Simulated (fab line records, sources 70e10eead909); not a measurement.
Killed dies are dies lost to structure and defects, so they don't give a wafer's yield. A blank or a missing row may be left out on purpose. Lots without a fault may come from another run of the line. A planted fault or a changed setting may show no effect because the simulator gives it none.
One fault seen from 2 desks | flow nand_harc | each desk has only its own numbers; what lay behind them comes last

THE TOOL OWNER'S DESK: pecvd_onon-03
The tool's own readings at NHARC_A_ONON_D1_DEP_19 (target thk 1000 nm): means of the sampled wafers that have a number, for each lot that ran on this tool. A lot is out of limits, marked OUT, if its mean lies more than 4 standard deviations from the usual mean; the brackets give that distance.
Columns: A = n2_flow_sccm at NHARC_A_ONON_D1_DEP_19, usual 2753 sccm
lot  | first seen here | A
L519 | day 9 04:11     | 2751
L525 | day 9 22:55     | 2752
L524 | day 9 23:16     | 2754
L527 | day 10 23:00    | 2751
L526 | day 11 05:40    | 2751
This desk's finding: nothing out of limits on any of the 5 lots.

THE METROLOGY DESK
What the gauges read, lot by lot, whatever tool the lot ran on: means of the sampled wafers that have a number. A lot is out of limits, marked OUT, if its mean lies more than 4 standard deviations from the usual mean; the brackets give that distance.
Columns: A = cd_nm at NHARC_P_BONDPAD_CD_MEAS_13, usual 499.9 nm; B = cd_nm at NHARC_A_ZERO_WELL_CD_MEAS_10, usual 2000.3 nm; C = thk_nm at NHARC_A_ONON_D1_THK_MEAS_21, usual 1000 nm
lot  | first seen here | A     | B      | C
L515 | day 6 17:04     | 499.2 | 1999.5 | 984
L518 | day 7 03:48     | 504.6 | 2002.4 | 1005
L519 | day 7 15:44     | 501.3 | 2003.0 | 991
L522 | day 8 02:50     | 499.9 | 2000.5 | 1006
L521 | day 8 03:44     | 498.9 | 2000.2 | 1003
L520 | day 8 09:07     | 499.4 | 1997.7 | 991
L523 | day 8 09:52     | 500.4 | 2000.3 | 992
L524 | day 8 12:51     | 500.6 | 2000.2 | 993
L525 | day 8 13:44     | 499.4 | 1997.5 | 1001
L527 | day 9 13:29     | 498.8 | 1999.5 | 1638 (+66) OUT
L526 | day 9 17:20     | 497.3 | 2000.7 | 1620 (+65) OUT
L528 | day 9 19:12     | 498.3 | 1999.1 | 996
L536 | day 11 09:30    | 499.3 | 2003.5 | 990
L538 | day 12 06:59    | 502.7 | 2000.9 | 987
This desk's finding: out of limits on L526, L527; first on L527, day 10 23:31 (thk_nm at NHARC_A_ONON_D1_THK_MEAS_21). In limits: L515, L518, L519, L522, L521, L520, L523, L524, L525, L528, L536, L538.

PUT TOGETHER
The metrology desk could have raised an alarm at day 10 23:31, on L526, L527.
The tool owner's desk saw nothing out of limits.
The tool owner's desk has L526, L527 on record, within its limits.
Of the lots named, all ran NHARC_A_ONON_D1_DEP_19 on pecvd_onon-03.

WHAT THE SIMULATOR HAD PUT IN
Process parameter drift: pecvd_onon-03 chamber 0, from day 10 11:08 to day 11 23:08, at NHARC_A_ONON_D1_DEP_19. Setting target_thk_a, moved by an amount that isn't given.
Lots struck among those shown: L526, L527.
Hours from the fault's start to each desk's first reading out of limits: the metrology desk, 12.
